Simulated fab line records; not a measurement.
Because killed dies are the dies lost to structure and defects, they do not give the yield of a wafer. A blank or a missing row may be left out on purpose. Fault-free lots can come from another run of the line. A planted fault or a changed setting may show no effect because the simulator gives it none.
Matching of chambers / flow n5_finfet / N5_HKMG_FIN_ALD_74 on ald_hk-03: 4 sister chambers
The step deposits La2O3, target thk 0.5 nm, pulse time 6 s, co reactant pulse time 1 s. 8 wafers are shown with their chamber, then 9 later ones without.

EACH WAFER AND ITS CHAMBER
wafer=L079.1; chamber=3; heater_power_w (W)=344; precursor_pulse_height_rel=1.033
wafer=L079.6; chamber=0; heater_power_w (W)=386; precursor_pulse_height_rel=0.998
wafer=L080.1; chamber=1; heater_power_w (W)=341; precursor_pulse_height_rel=0.979
wafer=L080.3; chamber=2; heater_power_w (W)=336; precursor_pulse_height_rel=0.995
wafer=L080.4; chamber=3; heater_power_w (W)=342; precursor_pulse_height_rel=1.040
wafer=L086.1; chamber=0; heater_power_w (W)=378; precursor_pulse_height_rel=1.036
wafer=L086.2; chamber=2; heater_power_w (W)=335; precursor_pulse_height_rel=0.968
wafer=L086.3; chamber=1; heater_power_w (W)=352; precursor_pulse_height_rel=1.003

WAFERS WITHOUT THEIR CHAMBER
wafer=L086.4; heater_power_w (W)=339; precursor_pulse_height_rel=1.002
wafer=L086.5; heater_power_w (W)=384; precursor_pulse_height_rel=0.995
wafer=L086.6; heater_power_w (W)=327; precursor_pulse_height_rel=0.997
wafer=L087.4; heater_power_w (W)=342; precursor_pulse_height_rel=1.011
wafer=L087.5; heater_power_w (W)=382; precursor_pulse_height_rel=0.976
wafer=L087.6; heater_power_w (W)=342; precursor_pulse_height_rel=1.001
wafer=L095.3; heater_power_w (W)=375; precursor_pulse_height_rel=0.979
wafer=L095.5; heater_power_w (W)=378; precursor_pulse_height_rel=1.021
wafer=L095.6; heater_power_w (W)=345; precursor_pulse_height_rel=1.021

THE CHAMBER EACH PASSED THROUGH
wafer=L086.4; from the rows above=can't be placed: 2 or 1 or 3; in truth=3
wafer=L086.5; from the rows above=0; in truth=0
wafer=L086.6; from the rows above=can't be placed: 2 or 3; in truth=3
wafer=L087.4; from the rows above=can't be placed: 3 or 1 or 2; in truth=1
wafer=L087.5; from the rows above=0; in truth=0
wafer=L087.6; from the rows above=can't be placed: 1 or 2 or 3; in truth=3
wafer=L095.3; from the rows above=0; in truth=0
wafer=L095.5; from the rows above=0; in truth=0
wafer=L095.6; from the rows above=can't be placed: 3 or 1 or 2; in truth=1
4 of 9 placed correctly. Can't be placed from these rows: 5 (the true chamber is among the candidates in 5). 0 placed wrongly.
How it was worked out, from the rows above alone: a wafer's distance from a chamber is the root of the sum, over the readings, of the square of ((its reading less the chamber's mean) divided by the reading's scatter). If the next closest chamber is less than 2 further off than the closest, the wafer can't be placed; otherwise it belongs to the closest. The mean given for a chamber averages the wafers shown for that chamber. The scatter: the root of (the sum of the squares of (reading less its chamber's mean) over the shown wafers, divided by (wafers less chambers)).
